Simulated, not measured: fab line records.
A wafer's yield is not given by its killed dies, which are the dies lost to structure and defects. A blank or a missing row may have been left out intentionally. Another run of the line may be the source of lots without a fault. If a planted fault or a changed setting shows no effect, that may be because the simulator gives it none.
Chamber matching -- flow n5_finfet -- N5_BEOL_M4_DEP_57 on pecvd-04 has 3 sister chambers
The step deposits SiCN from 3MS/NH3, target thk 8 nm, time 14 s. 3 wafers are shown with their chamber, then 10 later ones without.

WAFERS WITH THEIR CHAMBER
wafer,chamber,throttle_valve_pct (%)
L095.3,1,9.1
L095.4,0,9.3
L095.5,2,8.0

WAFERS MISSING THEIR CHAMBER
wafer,throttle_valve_pct (%)
L095.6,8.9
L097.1,8.2
L097.2,9.5
L097.3,9.1
L097.4,8.9
L097.5,9.2
L097.6,8.0
L096.3,9.6
L096.4,9.4
L096.6,8.1

EACH ONE'S CHAMBER
wafer,from the rows above,in truth
L095.6,can't be placed: 1 or 0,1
L097.1,2,2
L097.2,can't be placed: 0 or 1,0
L097.3,can't be placed: 1 or 0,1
L097.4,can't be placed: 1 or 0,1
L097.5,can't be placed: 1 or 0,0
L097.6,2,2
L096.3,can't be placed: 0 or 1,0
L096.4,can't be placed: 0 or 1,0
L096.6,2,2
Correct placement for 3 of the 10. From these rows, 7 cannot be placed; in 7 the true chamber is one of the candidates. Number placed wrongly: 0.
How it was worked out, from the rows above alone: a wafer's distance from a chamber is the root of the sum, over the readings, of the square of ((its reading less the chamber's mean) divided by the reading's scatter). The wafer belongs to the nearest chamber; if the next one is less than 2 further off, it can't be placed. The mean given for a chamber averages the wafers shown for that chamber. The scatter (one wafer shown for each chamber): square how far every hidden wafer sits from the nearest shown wafer, average those squares and take the square root.
